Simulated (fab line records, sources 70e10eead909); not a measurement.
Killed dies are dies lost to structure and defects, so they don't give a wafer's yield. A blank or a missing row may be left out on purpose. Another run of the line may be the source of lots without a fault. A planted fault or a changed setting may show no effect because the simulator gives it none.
Chamber matching + flow nandHarc + NHARC_A_DECK1_JOINT_ETCHBACK_07 on rieSi-01 has 4 sister chambers
The step etches the open film in HBr, target depth 105 nm, time 26.9 s. 8 wafers are shown with their chamber, then 8 later ones without.

WAFERS, EACH WITH ITS CHAMBER
| wafer  | chamber | drypumpMotorCurrentA (A) | throttleValvePct (%) |
|--------|---------|--------------------------|----------------------|
| L075.2 | 1       | 5.8                      | 23.263               |
| L075.5 | 3       | 5.5                      | 23.262               |
| L078.5 | 0       | 5.6                      | 23.269               |
| L084.3 | 3       | 5.6                      | 23.277               |
| L084.6 | 1       | 5.8                      | 23.259               |
| L091.4 | 0       | 5.7                      | 23.275               |
| L091.5 | 2       | 6.0                      | 23.259               |
| L093.1 | 2       | 6.0                      | 23.261               |

WAFERS MISSING THEIR CHAMBER
| wafer  | drypumpMotorCurrentA (A) | throttleValvePct (%) |
|--------|--------------------------|----------------------|
| L093.5 | 6.0                      | 23.270               |
| L093.6 | 5.8                      | 23.275               |
| L094.1 | 5.6                      | 23.268               |
| L094.3 | 5.8                      | 23.271               |
| L094.6 | 5.6                      | 23.275               |
| L095.1 | 5.8                      | 23.282               |
| L095.4 | 6.0                      | 23.271               |
| L095.5 | 5.6                      | 23.252               |

EACH ONE'S CHAMBER
| wafer  | from the rows above          | in truth |
|--------|------------------------------|----------|
| L093.5 | 2                            | 2        |
| L093.6 | can't be placed: 1 or 0      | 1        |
| L094.1 | can't be placed: 3 or 0      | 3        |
| L094.3 | can't be placed: 1 or 0      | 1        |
| L094.6 | can't be placed: 0 or 3      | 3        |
| L095.1 | can't be placed: 0 or 1 or 3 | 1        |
| L095.4 | 2                            | 2        |
| L095.5 | can't be placed: 3 or 0 or 1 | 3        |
2 of 8 placed correctly. Unplaceable from these rows: 6, with the true chamber sitting among the candidates in 6. Number placed wrongly: 0.
How it was worked out, from the rows above alone: a wafer's distance from a chamber is the root of the sum, over the readings, of the square of ((its reading less the chamber's mean) divided by the reading's scatter). The wafer belongs to the nearest chamber; if the next one is less than 2 further off, it can't be placed. For every chamber, the mean is computed from those of its wafers that are shown. The scatter: the root of (the sum of the squares of (reading less its chamber's mean) over the shown wafers, divided by (wafers less chambers)).
